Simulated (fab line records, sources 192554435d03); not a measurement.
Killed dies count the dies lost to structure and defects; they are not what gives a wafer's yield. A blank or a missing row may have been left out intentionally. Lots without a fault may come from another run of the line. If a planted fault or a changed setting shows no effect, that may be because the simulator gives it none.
Which tool is to blame?    flow n5 finfet    72 wafers from 24 lots sampled at 3 of the route's 1938 steps

WHAT THE GAUGES READ, wafer by wafer
N5_BEOL_M0_CUTY_CD_MEAS_57 targets a cd of 200 nm. Usual: cd nm at 199.9 nm, with a standard deviation of 0.88.
lot   measured      on         cd nm (nm)         flag
L074  day 7 09:34   cd sem-03  200.1 200.4 199.4  
L075  day 7 11:22   cd sem-02  199.3 202.5 200.2  
L076  day 7 11:23   cd sem-03  199.6 199.8 198.6  
L078  day 7 11:45   cd sem-03  200.9 201.3 201.2  
L077  day 7 11:55   cd sem-02  199.7 200.8 199.0  
L080  day 7 12:11   cd sem-02  198.7 198.3 199.1  
L079  day 7 12:49   cd sem-02  199.6 200.0 197.7  
L082  day 7 14:56   cd sem-02  201.5 200.1 200.6  
L081  day 7 17:20   cd sem-03  200.4 201.0 199.8  
L083  day 8 03:38   cd sem-02  200.2 198.8 199.8  
L084  day 8 05:25   cd sem-03  200.2 200.0 200.0  
L085  day 8 17:16   cd sem-01  200.1 201.5 200.3  
L086  day 8 20:42   cd sem-01  201.6 201.9 200.6  
L087  day 9 01:47   cd sem-03  198.7 199.8 199.2  
L088  day 9 05:43   cd sem-02  200.3 200.3 200.8  
L089  day 9 18:08   cd sem-01  199.8 199.4 199.6  
L090  day 9 20:03   cd sem-02  200.7 200.9 201.6  
L091  day 10 01:59  cd sem-01  198.6 198.5 199.2  
L092  day 10 06:17  cd sem-03  199.1 200.0 198.7  
L093  day 10 14:07  cd sem-02  199.4 199.6 200.3  
L094  day 10 20:38  cd sem-01  199.2 198.7 200.2  
L095  day 11 02:11  cd sem-03  199.2 200.2 200.4  
L096  day 11 07:23  cd sem-01  199.7 201.0 199.2  
L097  day 11 12:38  cd sem-01  199.0 199.5 199.7  

WHICH TOOL RAN EACH LOT (tool, then ch and the chambers of the sampled wafers, then the start)
lot   N5_BEOL_M0_SAQP_CUT_ETCH_46         N5_BEOL_M0_SAQP_ALD_48
L074  rie diel-02 ch 2,3, day 7 08:11     ald sin-04 ch 0,1,2, day 7 08:32
L075  rie diel-05 ch 0,1,2, day 7 09:48   ald sin-04 ch 0,2, day 7 10:08
L076  rie diel-04 ch 1,2, day 7 09:55     ald sin-01 ch 1,2,3, day 7 10:22
L078  rie diel-02 ch 1,3, day 7 10:08     ald sin-04 ch 0,1,3, day 7 10:39
L077  rie diel-04 ch 0,1,2, day 7 10:34   ald sin-01 ch 1,3, day 7 10:52
L080  rie diel-05 ch 0,2, day 7 10:36     ald sin-04 ch 0,1, day 7 11:09
L079  rie diel-02 ch 0,1,2, day 7 11:15   ald sin-04 ch 0,1, day 7 11:39
L082  rie diel-05 ch 0,1,2, day 7 13:43   ald sin-02 ch 0,1,2, day 7 13:55
L081  rie diel-05 ch 0,1,2, day 7 16:15   ald sin-01 ch 1,2, day 7 16:27
L083  rie diel-05 ch 0,2,3, day 8 02:25   ald sin-02 ch 2,3, day 8 02:37
L084  rie diel-04 ch 0,3, day 8 04:10     ald sin-01 ch 0,1,3, day 8 04:22
L085  rie diel-05 ch 0,1,3, day 8 15:56   ald sin-02 ch 1,3, day 8 16:10
L086  rie diel-04 ch 0,2,3, day 8 18:10   ald sin-02 ch 0,1,2, day 8 19:40
L087  rie diel-04 ch 0,1,2, day 9 00:28   ald sin-01 ch 0,2,3, day 9 00:53
L088  rie diel-05 ch 0,1,3, day 9 04:29   ald sin-01 ch 0,2,3, day 9 04:41
L089  rie diel-04 ch 1,2,3, day 9 16:55   ald sin-01 ch 1,2, day 9 17:07
L090  rie diel-04 ch 0,1,3, day 9 18:58   ald sin-02 ch 0,1,2, day 9 19:10
L091  rie diel-05 ch 0,1,3, day 10 00:47  ald sin-04 ch 0,2,3, day 10 00:59
L092  rie diel-04 ch 0,1,3, day 10 04:59  ald sin-02 ch 0,1,3, day 10 05:24
L093  rie diel-04 ch 0,2,3, day 10 12:38  ald sin-01 ch 0,3, day 10 12:59
L094  rie diel-05 ch 1,2,3, day 10 19:29  ald sin-04 ch 0,2,3, day 10 19:41
L095  rie diel-04 ch 0,1,3, day 11 00:49  ald sin-04 ch 0,3, day 11 00:56
L096  rie diel-05 ch 1,3, day 11 05:24    ald sin-01 ch 0,1,2, day 11 06:20
L097  rie diel-02 ch 0,2,3, day 11 11:32  ald sin-02 ch 0,1,3, day 11 11:44
- N5_BEOL_M0_SAQP_CUT_ETCH_46: etches SOC in N2/H2, target depth 135 nm, overetch 27 nm, time 202.5 s.
- N5_BEOL_M0_SAQP_ALD_48: deposits SiO2, target thk 20 nm, pulse time 1 s, co reactant pulse time 1 s.

WHAT THE TOOLS THEMSELVES READ (means of the sampled wafers that have a number; where no wafer has one, the mark that the record gives instead)
N5_BEOL_M0_SAQP_CUT_ETCH_46. Usual: drypump motor current A 5.6 A, standard deviation 0.32; rf vpp V 524.1 V, standard deviation 2.4; showerhead plenum p Torr 2.55 Torr, standard deviation 0.085; throttle valve pct 17.82 %, standard deviation 0.22.
lot   tool         drypump motor current A (A)  rf vpp V (V)  showerhead plenum p Torr (Torr)  throttle valve pct (%)  flag
L074  rie diel-02  5.6                          525.9         2.59                             18.06                   
L075  rie diel-05  5.4                          524.3         2.55                             17.56                   
L076  rie diel-04  5.9                          525.8         2.61                             17.85                   
L078  rie diel-02  5.6                          523.4         2.54                             18.05                   
L077  rie diel-04  5.8                          525.0         2.57                             17.92                   
L080  rie diel-05  5.5                          524.2         2.52                             17.59                   
L079  rie diel-02  5.6                          523.9         2.56                             17.92                   
L082  rie diel-05  5.4                          524.7         2.55                             17.56                   
L081  rie diel-05  5.5                          523.7         2.55                             17.57                   
L083  rie diel-05  5.8                          525.4         2.59                             17.67                   
L084  rie diel-04  5.6                          521.0         2.44                             18.09                   
L085  rie diel-05  5.6                          526.1         2.61                             17.71                   
L086  rie diel-04  5.7                          522.5         2.48                             18.04                   
L087  rie diel-04  5.8                          524.3         2.56                             17.94                   
L088  rie diel-05  5.6                          525.1         2.61                             17.70                   
L089  rie diel-04  5.7                          523.3         2.53                             17.86                   
L090  rie diel-04  5.7                          523.3         2.53                             18.03                   
L091  rie diel-05  5.6                          525.8         2.61                             17.69                   
L092  rie diel-04  5.7                          523.0         2.52                             18.03                   
L093  rie diel-04  5.7                          522.1         2.48                             17.92                   
L094  rie diel-05  5.8                          525.4         2.61                             17.66                   
L095  rie diel-04  5.7                          523.0         2.52                             18.04                   
L096  rie diel-05  5.9                          527.1         2.67                             17.80                   
L097  rie diel-02  5.5                          522.3         2.51                             17.77                   

N5_BEOL_M0_SAQP_ALD_48. Usual: heater power w 77 W, standard deviation 7.6; precursor pulse height rel 0.997, standard deviation 0.02.
lot   tool        heater power w (W)  precursor pulse height rel  flag
L074  ald sin-04  73                  0.998                       
L075  ald sin-04  75                  1.005                       
L076  ald sin-01  83                  0.989                       
L078  ald sin-04  72                  1.012                       
L077  ald sin-01  89                  0.980                       
L080  ald sin-04  66                  0.993                       
L079  ald sin-04  68                  0.991                       
L082  ald sin-02  78                  0.997                       
L081  ald sin-01  77                  0.990                       
L083  ald sin-02  78                  1.010                       
L084  ald sin-01  83                  0.995                       
L085  ald sin-02  77                  0.989                       
L086  ald sin-02  79                  1.001                       
L087  ald sin-01  81                  1.015                       
L088  ald sin-01  80                  1.007                       
L089  ald sin-01  76                  0.981                       
L090  ald sin-02  79                  1.004                       
L091  ald sin-04  74                  0.994                       
L092  ald sin-02  76                  0.974                       
L093  ald sin-01  86                  1.007                       
L094  ald sin-04  75                  0.999                       
L095  ald sin-04  74                  0.972                       
L096  ald sin-01  77                  1.001                       
L097  ald sin-02  76                  0.996                       

THE ANSWER, worked out from the rows above alone
Rule: lot off if the mean of its wafers having a number is beyond 3 standard deviations from the usual mean. A lot without any number at a reading at which 4 lots or more have one is off too. All remaining lots with rows at the step are treated as sound. Order of review: gauges by route order, followed by the tools' own readings, for which a lot's mean as printed above is used. The first step at which some lot is off is used, and at that step the reading that is off furthest; a lot without a number counts as furthest.
None of the lots is off at any reading shown; this tells nothing.

WHAT WAS PUT IN BY THE SIMULATOR
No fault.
